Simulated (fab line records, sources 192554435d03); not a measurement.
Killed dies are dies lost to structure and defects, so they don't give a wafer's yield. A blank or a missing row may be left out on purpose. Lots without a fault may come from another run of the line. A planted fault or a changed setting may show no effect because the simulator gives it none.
Chamber matching | flow n5_finfet | N5_BEOL_M15_DESCUM_15 on rie_diel-05: 4 sister chambers
The step chemistry O2, time 7.9 s. 8 wafers are shown with their chamber, then 11 later ones without.

WAFERS WITH THEIR CHAMBER
wafer  | chamber | showerhead_plenum_p_Torr (Torr) | drypump_motor_current_A (A)
L080.5 | 1       | 2.06                            | 5.67
L082.1 | 0       | 2.06                            | 5.81
L082.4 | 1       | 2.06                            | 5.66
L082.6 | 3       | 1.99                            | 6.01
L087.1 | 2       | 2.21                            | 5.82
L087.2 | 0       | 2.05                            | 5.82
L087.5 | 3       | 1.99                            | 5.99
L089.1 | 2       | 2.21                            | 5.79

WAFERS WITHOUT THEIR CHAMBER
wafer  | showerhead_plenum_p_Torr (Torr) | drypump_motor_current_A (A)
L089.3 | 2.06                            | 5.68
L089.4 | 2.05                            | 5.83
L086.3 | 1.99                            | 5.99
L086.4 | 2.06                            | 5.67
L086.6 | 2.06                            | 5.68
L092.1 | 2.06                            | 5.68
L092.2 | 1.99                            | 5.99
L092.5 | 2.21                            | 5.84
L097.2 | 2.05                            | 5.67
L097.4 | 1.99                            | 6.00
L097.5 | 1.99                            | 6.03

WHICH CHAMBER EACH WENT THROUGH
wafer  | from the rows above | in truth
L089.3 | 1                   | 1
L089.4 | 0                   | 0
L086.3 | 3                   | 3
L086.4 | 1                   | 1
L086.6 | 1                   | 1
L092.1 | 1                   | 1
L092.2 | 3                   | 3
L092.5 | 2                   | 2
L097.2 | 1                   | 1
L097.4 | 3                   | 3
L097.5 | 3                   | 3
Placed correctly: 11 of 11. Can't be placed from these rows: 0. Placed wrongly: 0.
How it was worked out, from the rows above alone: a wafer's distance from a chamber is the root of the sum, over the readings, of the square of ((its reading less the chamber's mean) divided by the reading's scatter). The wafer belongs to the nearest chamber; if the next one is less than 2 further off, it can't be placed. A chamber's mean is the mean of its shown wafers. The scatter: the root of (the sum of the squares of (reading less its chamber's mean) over the shown wafers, divided by (wafers less chambers)).
